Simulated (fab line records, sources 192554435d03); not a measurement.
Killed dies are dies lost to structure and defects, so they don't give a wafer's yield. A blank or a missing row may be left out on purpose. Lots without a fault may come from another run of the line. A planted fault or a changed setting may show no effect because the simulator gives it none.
A struck lot beside a sound one | flow n5_finfet | 38 steps out of a route of 1938
Sound: wafers L954.2, L954.4, L954.6. Struck: wafers L975.1, L975.3, L975.6. The cause comes at the end.
At each step with rows: each side's tool, then ch and its chambers, then its first start. Under that, the readings that differ: sound wafers | struck wafers | difference of the means | sigmas: that difference in standard deviations of wafers without a fault.
alike: readings whose means differ by less than 2 such deviations, and words and numbers that are the same on both sides. not compared: withheld readings, readings that some wafer has no value for, bounds like >300 that may hide the same value, and numbers for which the record gives no deviation and whose values overlap.
The two part at a step that has a row with sigmas, a row that says differs or no value, or rows on one side only. Numbers that don't overlap but have no deviation are shown without sigmas and don't part them. A reading that every wafer of one side lacks parts them only if that side has two wafers or more.

first, 9 steps without rows for these wafers: N5_BEOL_M3_SOFTBAKE_23 (time 60 s); N5_BEOL_M3_EXPOSE_25 (exposes mask V2, defocus 5 nm); N5_BEOL_M3_PEB_26 (peb time 60 s); N5_BEOL_M3_DEVELOP_27 (develop time 30 s); N5_BEOL_M3_DESCUM_33 (chemistry O2, time 7 s); N5_BEOL_M3_ETCH_77 (etches underlayer in N2/H2, target depth 6.5 nm, time 5.2 s); N5_BEOL_M3_ETCH_69 (etches SiARC in CF4, target depth 15.6 nm, time 26 s); N5_BEOL_M3_ALD_98 (deposits SiO2, target thk 2.5 nm, pulse time 1 s, co reactant pulse time 1 s); N5_BEOL_M3_ETCHBACK_99 (etches SiO2 in CHF3, target depth 5 nm, time 10.4 s).
N5_BEOL_M3_ETCH_70: etches SOC in N2/H2, target depth 80 nm, overetch 16 nm, time 120 s.
  sound on rie_diel-04 ch 1,2,3, day 8 04:36; struck on rie_diel-01 ch 0,2,3, day 12 19:01
  alike: chamber_pressure_mTorr, drypump_motor_current_A, n2_flow_sccm, oes_product_au, rf_fwd_power_W, rf_vpp_V, showerhead_plenum_p_Torr, throttle_valve_pct
  not compared: rf_hours_counter_h
then, 27 steps without rows for these wafers: N5_BEOL_M3_STRIP_71 (strips in N2/H2); N5_BEOL_M3_STRIP_78 (strips in N2/H2); N5_BEOL_M3_VIA_ETCH_34 (etches the open film in C4F6/O2, target depth 69.4 nm, time 65.9 s); N5_BEOL_M3_STRIP_83 (strips in C4F6/O2); N5_BEOL_M3_STRIP_36 (strips in N2/H2); N5_BEOL_M3_TRENCH_ETCH_37 (etches SiOC in C4F6/O2, target depth 55.555 nm, time 29.2 s); N5_BEOL_M3_ETCH_41 (etches SiCN in CH3F/O2, target depth 29.9 nm, time 52.5 s); N5_BEOL_M3_STRIP_97 (strips in N2/H2, time 10 s); N5_BEOL_M3_HM_STRIP_39 (strips TiN in peroxide tin strip, target depth 25 nm, time 158 s); N5_BEOL_M3_SRD_40 (time 30 s); N5_BEOL_M3_PRECLEAN_42 (cleans in residue remover, time 60 s); N5_BEOL_M3_SRD_43 (time 30 s); N5_BEOL_M3_DEGAS_44 (time 60 s); N5_BEOL_M3_PRE_CLEAN_45 (time 30 s); N5_BEOL_M3_ALD_84 (deposits TaN, pulse time 2 s, purge time 3 s, co reactant purge time 2 s); N5_BEOL_M3_SURFACE_TREAT_85; N5_BEOL_M3_CVD_47 (deposits Co from CCTBA/H2, target thk 3 nm, time 223.8 s); N5_BEOL_M3_SPUTTER_48 (material Cu, target thk 4.5 nm, time 8.29 s); N5_BEOL_M3_ANNEAL_49 (time 240 s); N5_BEOL_M3_SPUTTER_79 (material Cu, target thk 4.5 nm, time 8.29 s); N5_BEOL_M3_ANNEAL_80 (time 240 s); N5_BEOL_M3_SPUTTER_81 (material Cu, target thk 4.5 nm, time 8.29 s); N5_BEOL_M3_ANNEAL_82 (time 240 s); N5_BEOL_M3_SPUTTER_86 (material Cu, target thk 4.5 nm, time 8.29 s); N5_BEOL_M3_ANNEAL_87 (time 240 s); N5_BEOL_M3_SPUTTER_88 (material Cu, target thk 4.5 nm, time 8.29 s); N5_BEOL_M3_ANNEAL_89 (time 240 s).
-- the record jumps here: 4 days lie between the struck wafers' starts before and after (it left off in module BEOL_M3 and takes up again in module PASSIVATION, whose first step shown is number 1936 of the route) --
N5_PASSIVATION_PROBE_49:
  the record has rows for the struck wafers here (prober-02, day 17 06:41) and none for the sound ones

WHERE THEY PART
Only at N5_PASSIVATION_PROBE_49, within this record.

WHY: what the simulator had put in
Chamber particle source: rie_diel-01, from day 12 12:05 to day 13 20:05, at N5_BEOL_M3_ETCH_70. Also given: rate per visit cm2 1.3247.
